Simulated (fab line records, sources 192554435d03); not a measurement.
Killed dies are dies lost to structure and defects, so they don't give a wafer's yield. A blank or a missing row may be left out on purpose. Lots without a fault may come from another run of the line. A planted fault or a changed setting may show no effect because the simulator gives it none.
A struck lot beside a sound one | flow n5_finfet | 38 steps out of a route of 1938
Sound: wafers L230.1, L230.2, L230.6. Struck: wafer L237.6. (L237.5 of the same lot was not struck and is left out.) The cause comes at the end.
At each step with rows: each side's tool, then ch and its chambers, then its first start. Under that, the readings that differ: sound wafers | struck wafers | difference of the means | sigmas: that difference in standard deviations of wafers without a fault.
alike: readings whose means differ by less than 2 such deviations, and words and numbers that are the same on both sides. not compared: withheld readings, readings that some wafer has no value for, bounds like >300 that may hide the same value, and numbers for which the record gives no deviation and whose values overlap.
The two part at a step that has a row with sigmas, a row that says differs or no value, or rows on one side only. Numbers that don't overlap but have no deviation are shown without sigmas and don't part them. A reading that every wafer of one side lacks parts them only if that side has two wafers or more.

first, 9 steps without rows for these wafers: N5_BEOL_M4_ANNEAL_95 (time 240 s); N5_BEOL_M4_SPUTTER_96 (material Cu, target thk 4.5 nm, time 8.29 s); N5_BEOL_M4_ECD_50 (material Cu, target thk 300 nm); N5_BEOL_M4_ANNEAL_51 (time 90 s); N5_BEOL_M4_CMP_52 (polishes, stops on SiOC, t overpolish 6.8 s, target thk 40 nm); N5_BEOL_M4_PRE_CLEAN_60 (time 15 s); N5_BEOL_M4_CO_CAP_55 (material Co, precursor CCTBA/H2, target thk 2 nm, time 102.1 s); N5_BEOL_M4_PRE_CLEAN_56 (time 15 s); N5_BEOL_M4_DEP_57 (deposits SiCN from 3MS/NH3, target thk 8 nm, time 14 s).
N5_BEOL_M4_RC_MEAS_101:
  sound on prober-01 ch 0, day 11 06:36; struck on prober-01 ch 0, day 12 19:59
  alike: DIBL_N, DIBL_P, IOFF_N, IOFF_P, ION_N, ION_P, SS_N, SS_P, VT_N, VT_P
then, 24 steps without rows for these wafers: N5_BEOL_M5_ILD_DEP_00 (deposits SiCOH lowk from DEMS/porogen, target thk 140.64 nm, time 25.9 s); N5_BEOL_M5_CURE_79 (cures SiCOH lowk, time 240 s); N5_BEOL_M5_PECVD_70 (deposits SiO2 from TEOS/O2, target thk 16 nm, time 18 s); N5_BEOL_M5_HM_DEP_02 (deposits TiN, target thk 20 nm); N5_BEOL_M5_COAT_59 (time 60 s, resist thk 60 nm); N5_BEOL_M5_COAT_60 (time 60 s, resist thk 12 nm); N5_BEOL_M5_COAT_71 (time 60 s, resist thk 5 nm); N5_BEOL_M5_COAT_05 (resist thk 30 nm); N5_BEOL_M5_EBR_07; N5_BEOL_M5_SOFTBAKE_06 (time 60 s); N5_BEOL_M5_EXPOSE_08 (exposes mask M5, target cd 28 nm); N5_BEOL_M5_PEB_09 (peb time 60 s); N5_BEOL_M5_DEVELOP_10 (develop time 30 s); N5_BEOL_M5_DESCUM_16 (chemistry O2, time 7 s); N5_BEOL_M5_ETCH_72 (etches underlayer in N2/H2, target depth 6.5 nm, time 5.2 s); N5_BEOL_M5_ETCH_61 (etches SiARC in CF4, target depth 15.6 nm, time 26 s); N5_BEOL_M5_ETCH_62 (etches SOC in N2/H2, target depth 75 nm, overetch 15 nm, time 112.5 s); N5_BEOL_M5_STRIP_63 (strips in N2/H2); N5_BEOL_M5_STRIP_73 (strips in N2/H2); N5_BEOL_M5_STRIP_64 (strips in CF4); N5_BEOL_M5_HM_OPEN_17 (chemistry Cl2/BCl3, target TiN, target depth 20 nm, overetch 6 nm); N5_BEOL_M5_STRIP_19 (strips in O2); N5_BEOL_M5_COAT_65 (time 60 s, resist thk 60 nm); N5_BEOL_M5_COAT_66 (time 60 s, resist thk 12 nm).
N5_BEOL_M7_CMP_52: polishes, stops on SiCOH lowk, t overpolish 6.9 s, target thk 80 nm.
  sound on cmp-01 ch 1,3, day 12 10:18; struck on cmp-01 ch 1, day 14 01:23
  reading                      | sound                | struck | difference | sigmas
  barrier_field_endpoint_s (s) | 28.3 28.5 28.9       | 46.7   | +18.1      | +23
  clearing_platen_rpm (rpm)    | 49.974 49.991 49.991 | 49.921 | -0.064     | -2
  overpolish_run_s (s)         | 6.904 6.907 6.909    | 0.034  | -6.873     | -99 or more
  time_to_endpoint_s (s)       | 61 62 60             | 82     | +21        | +6
  alike: motor_current_A, retaining_ring_pressure_frac
N5_BEOL_M7_THK_MEAS_53: measures by xrf.
  sound on film_metro-01, day 12 10:34; struck on film_metro-02, day 14 01:32
  reading     | sound          | struck | difference | sigmas
  M7_THK (nm) | 72.2 73.4 77.8 | 173.3  | +98.8      | +45
N5_BEOL_M7_INSPECT_58: inspects for defects (darkfield).
  sound on defect_inspect-02, day 12 10:43; struck on defect_inspect-01, day 14 01:41
  reading          | sound    | struck | difference | sigmas
  raw_defect_count | 75 76 81 | 1163   | +1086      | +43
-- the record jumps here: 3 days lie between the struck wafers' starts before and after (it left off in module BEOL_M7 and takes up again in module PASSIVATION, whose first step shown is number 1936 of the route) --
N5_PASSIVATION_PROBE_49:
  the record has rows for the struck wafers here (prober-02, day 17 02:58) and none for the sound ones

WHERE THEY PART
First at N5_BEOL_M7_CMP_52; last, within this record, at N5_PASSIVATION_PROBE_49.

WHY: what the simulator had put in
Process parameter drift: cmp-01, from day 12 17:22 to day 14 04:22, at N5_BEOL_M7_CMP_52. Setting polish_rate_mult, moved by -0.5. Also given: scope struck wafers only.
